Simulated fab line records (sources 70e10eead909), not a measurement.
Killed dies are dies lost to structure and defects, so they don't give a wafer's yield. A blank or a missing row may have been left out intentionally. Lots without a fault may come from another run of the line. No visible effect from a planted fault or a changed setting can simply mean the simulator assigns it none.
fab line records + flow nand-harc
record
- lots=5
- wafers=13
- last-day=24
route steps=1159 shown A_CONTACT@959 A_BLC@964 END@1159
lots that met no fault: from a run of the same line without faults
start-h: hours from the record's first day to the start of the lot's first wafer shown + wait-h: hours elapsed since this lot's preceding step + " same as the row above + L1.1+2: a single row standing in for several wafers + - no value, or no start was given + * or withheld: withheld + < > ~ a bound
route shown NAME@n: NAME is a module with steps in the file, n the number in the route of the first one + usual: the fault-free wafers' mean and standard deviation + same: alike in all rows + chamber/n: place in a boat + sites: the reading at each site + _std_site: how widely they spread, as a standard deviation + _edge_site: the outer-site mean with the inner-site mean subtracted + radius-mm: how far each site lies from the wafer's centre + mask NAME#n: copy n + behind: the tool/chamber that last shaped the wafer + hold: why the lot went on hold/how many hours it stayed there/how the hold came to an end + device: which transistor (n, p or np) failed to switch + end of line: at the end of the route, the tests of the same wafers + a step without rows: its recipe alone + killed: the dies lost at the first sort to structure and to defects; this is not the yield of the wafer + map: a wafer's dies, x killed, . not, _ none there
set.NAME: the run value of the setting; set.NAME@STEP: its run value at that earlier step + model.NAME: the simulator's own value behind a step, which no gauge read
lots at selected steps of the route; one table per step, one row per wafer
services: the hour from which a tool's chamber was out of use, counted from the record's first day as start-h (under 0 if before that day), plus the number of hours and why
## steps
# step NHARC_A_CONTACT_CVD_19
# recipe
- target-thk-a=3000
- temp-c=300
- pressure-torr=40
- wf6-flow-sccm=40
- h2-flow-sccm=1600
- ar-flow-sccm=1560
- time-s=802
- material=W
# usual
- heater-power-w=475/46
- mfc-h2-sccm=1601/4.5
- throttle-valve-pct=7.99/0.24
| lot.wafer | tool     | chamber | start-h | wait-h | heater-power-w | mfc-h2-sccm | throttle-valve-pct |
|-----------|----------|---------|---------|--------|----------------|-------------|--------------------|
| L857.4    | cvd-w-02 | 0       | -       | -      | 466            | 1607        | 7.78               |
| L857.6    | "        | 0       | "       | "      | 448            | 1609        | 7.50               |
| L857.5    | "        | 1       | "       | "      | 448            | 1603        | 8.22               |
| L863.1    | cvd-w-01 | 0       | -       | -      | 447            | 1595        | 7.99               |
| L863.2    | "        | 1       | "       | "      | 555            | 1593        | 8.04               |
| L863.5    | "        | 0       | "       | "      | 440            | 1595        | 7.98               |
| L874.6    | cvd-w-02 | 1       | -       | -      | 451            | 1594        | 7.84               |
| L876.2    | cvd-w-02 | 0       | -       | -      | 471            | 1597        | 7.47               |
| L876.4    | "        | 0       | "       | "      | 464            | 1604        | 7.70               |
| L876.5    | "        | 0       | "       | "      | 467            | 1596        | 7.68               |
| L877.2    | cvd-w-01 | 1       | -       | -      | 555            | 1597        | 8.22               |
| L877.1    | "        | 0       | "       | "      | 435            | 1598        | 8.02               |
| L877.4    | "        | 1       | "       | "      | 568            | 1603        | 8.16               |
# step NHARC_A_CONTACT_CMP_20
# recipe
- t-overpolish-s=30
- target-thk-nm=300
# usual
- motor-current-A=11.5/1.1
- overpolish-run-s=30.000/0.0097
- time-to-endpoint-s=58/4.4
| lot.wafer | tool   | chamber | start-h | wait-h | motor-current-A | overpolish-run-s | time-to-endpoint-s |
|-----------|--------|---------|---------|--------|-----------------|------------------|--------------------|
| L857.4    | cmp-04 | 0       | 390.49  | 0.5    | 9.9             | 30.003           | 53                 |
| L857.5    | "      | 3       | "       | "      | 11.0            | 30.009           | 60                 |
| L857.6    | "      | 0       | "       | "      | 9.5             | 30.009           | 52                 |
| L863.1    | cmp-01 | 3       | 433.58  | 0.8    | 11.7            | 30.000           | 60                 |
| L863.2    | "      | 0       | "       | "      | 11.5            | 30.006           | 56                 |
| L863.5    | "      | 3       | "       | "      | 12.0            | 29.998           | 61                 |
| L874.6    | cmp-04 | 3       | 515.55  | 0.2    | 10.7            | 30.018           | 55                 |
| L876.4    | cmp-02 | 2       | 519.15  | 0.4    | 10.4            | 30.010           | 56                 |
| L876.2    | "      | 0       | "       | "      | 12.4            | 29.985           | 55                 |
| L876.5    | "      | 2       | "       | "      | 10.3            | 29.982           | 55                 |
| L877.1    | cmp-04 | 0       | 528.48  | 0.6    | 9.5             | 29.995           | 49                 |
| L877.4    | "      | 1       | "       | "      | 11.6            | 29.991           | 64                 |
| L877.2    | "      | 2       | "       | "      | 12.3            | 29.990           | 61                 |
# step NHARC_A_CONTACT_SRD_22
# step NHARC_A_CONTACT_INSPECT_23
# usual
- raw-defect-count=410/130
| lot.wafer | tool              | chamber | start-h | wait-h | raw-defect-count |
|-----------|-------------------|---------|---------|--------|------------------|
| L857.4    | defect-inspect-02 | -       | 390.87  | 0.1    | 431              |
| L857.5    | "                 | -       | "       | "      | 419              |
| L857.6    | "                 | -       | "       | "      | 292              |
| L863.1    | defect-inspect-02 | -       | 433.98  | 0.1    | 386              |
| L863.2    | "                 | -       | "       | "      | 435              |
| L863.5    | "                 | -       | "       | "      | 482              |
| L874.6    | defect-inspect-02 | -       | 515.85  | 0.1    | 217              |
| L876.2    | defect-inspect-01 | -       | 519.53  | 0.1    | 527              |
| L876.4    | "                 | -       | "       | "      | 357              |
| L876.5    | "                 | -       | "       | "      | 570              |
| L877.1    | defect-inspect-02 | -       | 528.88  | 0.1    | 444              |
| L877.2    | "                 | -       | "       | "      | 444              |
| L877.4    | "                 | -       | "       | "      | 533              |
# step NHARC_A_BLC_DEHYDRATE_00
# recipe
- temp-c=150
- time-s=120
# step NHARC_A_BLC_HMDS_01
# recipe
- time-s=30
# step NHARC_A_BLC_COAT_02
# recipe
- temp-c=260
- time-s=75
# step NHARC_A_BLC_COAT_03
# recipe
- temp-c=225
- time-s=65
# step NHARC_A_BLC_COAT_04
# recipe
- spin-rpm=1500
- resist-thk-nm=90
# step NHARC_A_BLC_SOFTBAKE_05
# recipe
- temp-c=105
- time-s=55
# step NHARC_A_BLC_EBR_06
# step NHARC_A_BLC_EXPOSE_07
# recipe
- na=1.35
- target-cd-nm=100
- dose-mj=67.97
- mask-id=A_BLC
# usual
- exposure-dose-mJ-cm2=67.95/0.072
- focus-offset-nm=0.0/0.61
| lot.wafer | tool            | chamber | start-h | wait-h | mask    | exposure-dose-mJ-cm2 | focus-offset-nm |
|-----------|-----------------|---------|---------|--------|---------|----------------------|-----------------|
| L857.4    | arfi-scanner-02 | 0       | 391.25  | -      | A_BLC#0 | 67.94                | -0.4            |
| L857.5    | "               | 0       | "       | "      | A_BLC#0 | 67.91                | 0.5             |
| L857.6    | "               | 0       | "       | "      | A_BLC#0 | 67.86                | 0.3             |
| L863.1    | arfi-scanner-03 | 0       | 434.35  | -      | A_BLC#0 | 67.96                | 0.6             |
| L863.2    | "               | 0       | "       | "      | A_BLC#0 | 68.02                | -1.2            |
| L863.5    | "               | 0       | "       | "      | A_BLC#0 | 68.00                | -1.4            |
| L874.6    | arfi-scanner-03 | 0       | 516.12  | -      | A_BLC#0 | 68.26                | 2.0             |
| L876.2    | arfi-scanner-02 | 0       | 519.90  | -      | A_BLC#0 | 67.89                | 0.2             |
| L876.4    | "               | 0       | "       | "      | A_BLC#0 | 67.87                | 0.1             |
| L876.5    | "               | 0       | "       | "      | A_BLC#0 | 67.88                | 0.5             |
| L877.1    | arfi-scanner-01 | 0       | 529.13  | -      | A_BLC#0 | 67.93                | 1.0             |
| L877.2    | "               | 0       | "       | "      | A_BLC#0 | 68.01                | 1.0             |
| L877.4    | "               | 0       | "       | "      | A_BLC#0 | 67.96                | 0.5             |
# step NHARC_A_BLC_PEB_08
# recipe
- peb-temp-c=100
- peb-time-s=65
# step NHARC_END_SORT_01
# recipe
- temp-c=25
# usual
- killed-at-array=29/10
- killed-at-other=0.7/1.1
- killed-at-periphery=3.3/2.4
- killed-dies=33/11
- killed-open=3.3/2
- killed-short=1.9/1.3
# same
- gross-dies=677
| lot.wafer | tool      | chamber | start-h | wait-h | killed-at-array | killed-at-other | killed-at-periphery | killed-dies | killed-open | killed-short |
|-----------|-----------|---------|---------|--------|-----------------|-----------------|---------------------|-------------|-------------|--------------|
| L874.6    | prober-01 | 0       | 570.60  | 4.0    | 27              | 0               | 1                   | 28          | 3           | 1            |
| L876.2    | prober-02 | 0       | 574.10  | 2.8    | 27              | 0               | 4                   | 31          | 6           | 1            |
| L876.4    | prober-02 | 0       | 575.71  | 3.4    | 25              | 0               | 3                   | 28          | 0           | 2            |
| L876.5    | prober-02 | 0       | 576.51  | 3.7    | 27              | 2               | 1                   | 30          | 2           | 2            |
| L877.1    | prober-01 | 0       | 582.17  | 2.5    | 51              | 0               | 3                   | 54          | 3           | 1            |
| L877.2    | prober-01 | 0       | 582.98  | 2.8    | 54              | 0               | 2                   | 56          | 3           | 0            |
| L877.4    | prober-01 | 0       | 584.60  | 3.4    | 49              | 0               | 2                   | 51          | 4           | 2            |
# killed by level:class
L874.6 A_CHANNEL_HOLE_D1:chamber-film-flake=19 A_CONTACT:geometric-particle:open=2 A_SLIT:chamber-film-flake=2 A_M0:geometric-particle:short=1 A_M0:geometric-particle:open=1 P_ZERO_WELL:chamber-film-flake=1 A_STAIRCASE:chamber-film-flake=1 A_CONTACT:chamber-film-flake=1
L876.2 A_CHANNEL_HOLE_D1:chamber-film-flake=17 A_CONTACT:chamber-film-flake=4 A_WL_FILL:geometric-particle:open=2 P_GATE:chamber-film-flake=2 P_CONTACT:geometric-particle:short=1 P_M0:geometric-particle:open=1 A_CONTACT:geometric-particle:open=1 A_BLC:geometric-particle:open=1
L876.4 A_CHANNEL_HOLE_D1:chamber-film-flake=19 P_ZERO_WELL:chamber-film-flake=2 A_CONTACT:chamber-film-flake=2 A_CHANNEL_FILL_D1:geometric-particle:short=1 A_BLC:geometric-particle:short=1 P_STI:chamber-film-flake=1 A_STAIRCASE:chamber-film-flake=1 A_SLIT:chamber-film-flake=1
L876.5 A_CHANNEL_HOLE_D1:chamber-film-flake=19 A_SLIT:chamber-film-flake=2 A_CONTACT:chamber-film-flake=2 THIN_TSV:chamber-film-flake=2 A_ONON_D1:geometric-particle:open=1 A_CHANNEL_FILL_D1:geometric-particle:short=1 A_WL_FILL:geometric-particle:open=1 A_M0:geometric-particle:short=1
L877.1 A_CHANNEL_HOLE_D1:chamber-film-flake=24 A_SLIT:chamber-film-flake=19 A_SGD_CUT:geometric-particle:open=2 A_STAIRCASE:chamber-film-flake=2 A_CONTACT:chamber-film-flake=2 P_CONTACT:geometric-particle:open=1 A_CONTACT:geometric-particle:short=1 P_GATE:chamber-film-flake=1
L877.2 A_CHANNEL_HOLE_D1:chamber-film-flake=31 A_SLIT:chamber-film-flake=16 A_CONTACT:chamber-film-flake=3 A_STAIRCASE:chamber-film-flake=2 P_M0:geometric-particle:open=1 A_CONTACT:geometric-particle:open=1 A_M1:geometric-particle:open=1 P_ZERO_WELL:chamber-film-flake=1
L877.4 A_CHANNEL_HOLE_D1:chamber-film-flake=21 A_SLIT:chamber-film-flake=18 A_CONTACT:chamber-film-flake=3 A_STAIRCASE:chamber-film-flake=2 P_STI:geometric-particle:open=1 P_M0:geometric-particle:open=1 A_ONON_D1:geometric-particle:short=1 A_CONTACT:geometric-particle:short=1
## services
| tool            | chamber | start-h | hours | kind   |
|-----------------|---------|---------|-------|--------|
| arfi-scanner-01 | -       | 368.00  | 4.0   | pm     |
| cmp-01          | -       | 373.88  | 0.8   | repair |
| cmp-02          | -       | 375.47  | 4.4   | repair |
| cmp-01          | -       | 375.64  | 4.0   | pm     |
| cvd-w-02        | -       | 376.59  | 13.0  | pm     |
| arfi-scanner-03 | -       | 397.58  | 8.0   | repair |
| cmp-04          | -       | 399.11  | 4.0   | pm     |
| cmp-04          | -       | 411.67  | 1.0   | repair |
| arfi-scanner-02 | -       | 417.07  | 1.0   | repair |
| arfi-scanner-02 | -       | 428.00  | 4.0   | pm     |
| cvd-w-02        | -       | 431.77  | 13.0  | repair |
| arfi-scanner-03 | -       | 450.02  | 0.5   | repair |
| cmp-04          | -       | 464.22  | 0.6   | repair |
| cmp-04          | -       | 467.90  | 0.5   | repair |
| arfi-scanner-02 | -       | 468.80  | 3.0   | repair |
| arfi-scanner-03 | -       | 476.54  | 1.1   | repair |
| cvd-w-01        | -       | 481.79  | 13.0  | pm     |
| arfi-scanner-02 | -       | 482.10  | 6.8   | repair |
| arfi-scanner-03 | -       | 484.00  | 4.0   | pm     |
| cmp-04          | -       | 497.11  | 4.0   | pm     |
| arfi-scanner-03 | -       | 499.84  | 0.5   | repair |
| cmp-04          | -       | 506.52  | 1.1   | repair |
| cmp-04          | -       | 509.71  | 3.2   | repair |
| arfi-scanner-03 | -       | 527.90  | 11.8  | repair |
## key
first-sign
- step=NHARC_A_BLC_EXPOSE_07
- reading=exposure-dose-mJ-cm2
- direction=up
- sigmas=4.2
- usual=67.95
- struck=68.26
effect none on later readings
met-at NHARC_A_BLC_EXPOSE_07
struck-wafers L874.6
tester-left-out L874
loop-trim
- step=NHARC_A_BLC_EXPOSE_07
- setting=dose
- lots=L874
onset-between 434.35 516.12
fault
- kind=process-parameter-drift
- tool=arfi-scanner-03
- chamber=-
- onset-h=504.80
- steps=NHARC_A_BLC_EXPOSE_07
- channel=focus-nm
- offset=40.386
- spread-by-wafer=0.3
- shape=step
- end-h=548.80
# tester-left-out: of these lots the tester's yield and bins aren't shown, on N5 and GAA mostly nor the transistor test; their killed dies are dies lost to structure and defects alone, not to doping, threshold or leakage, so they don't give the yield
# loop-trim: a control loop set the setting to another value than it would have without faults
